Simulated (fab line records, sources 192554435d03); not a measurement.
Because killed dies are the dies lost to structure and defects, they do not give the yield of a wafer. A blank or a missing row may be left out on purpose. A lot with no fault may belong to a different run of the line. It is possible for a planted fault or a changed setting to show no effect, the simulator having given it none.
Matching of chambers | flow n5Finfet | N5_BEOL_M9_CURE_72 on uvCure-01: 3 sister chambers
The step cures SiCOH lowk, time 120 s. 3 wafers are shown with their chamber, then 11 later ones without.

## EACH WAFER AND ITS CHAMBER
wafer  | chamber | wafer_temp_C_max
L080.6 | 0       | 372.0
L082.6 | 2       | 373.0
L087.3 | 1       | 371.5

## WAFERS WITH NO CHAMBER GIVEN
wafer  | wafer_temp_C_max
L087.4 | 371.9
L087.6 | 371.6
L088.2 | 372.3
L088.5 | 372.0
L088.6 | 372.2
L091.1 | 371.3
L091.2 | 371.3
L091.3 | 371.3
L094.1 | 371.2
L094.4 | 371.3
L094.6 | 371.1

## WHICH CHAMBER EACH ONE RAN IN
wafer  | from the rows above     | in truth
L087.4 | can't be placed: 0 or 1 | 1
L087.6 | can't be placed: 1 or 0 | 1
L088.2 | can't be placed: 0 or 2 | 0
L088.5 | 0                       | 0
L088.6 | 0                       | 0
L091.1 | 1                       | 1
L091.2 | 1                       | 1
L091.3 | 1                       | 1
L094.1 | 1                       | 1
L094.4 | 1                       | 1
L094.6 | 1                       | 1
Correct placement for 8 of the 11. Unplaceable from these rows: 3, with the true chamber sitting among the candidates in 3. Number placed wrongly: 0.
How it was worked out, from the rows above alone: a wafer's distance from a chamber is the root of the sum, over the readings, of the square of ((its reading less the chamber's mean) divided by the reading's scatter). The wafer belongs to the nearest chamber; if the next one is less than 2 further off, it can't be placed. A chamber's mean is the mean of its shown wafers. The scatter: with one shown wafer a chamber, the root of the mean of the squares of how far each hidden wafer lies from its nearest shown one.
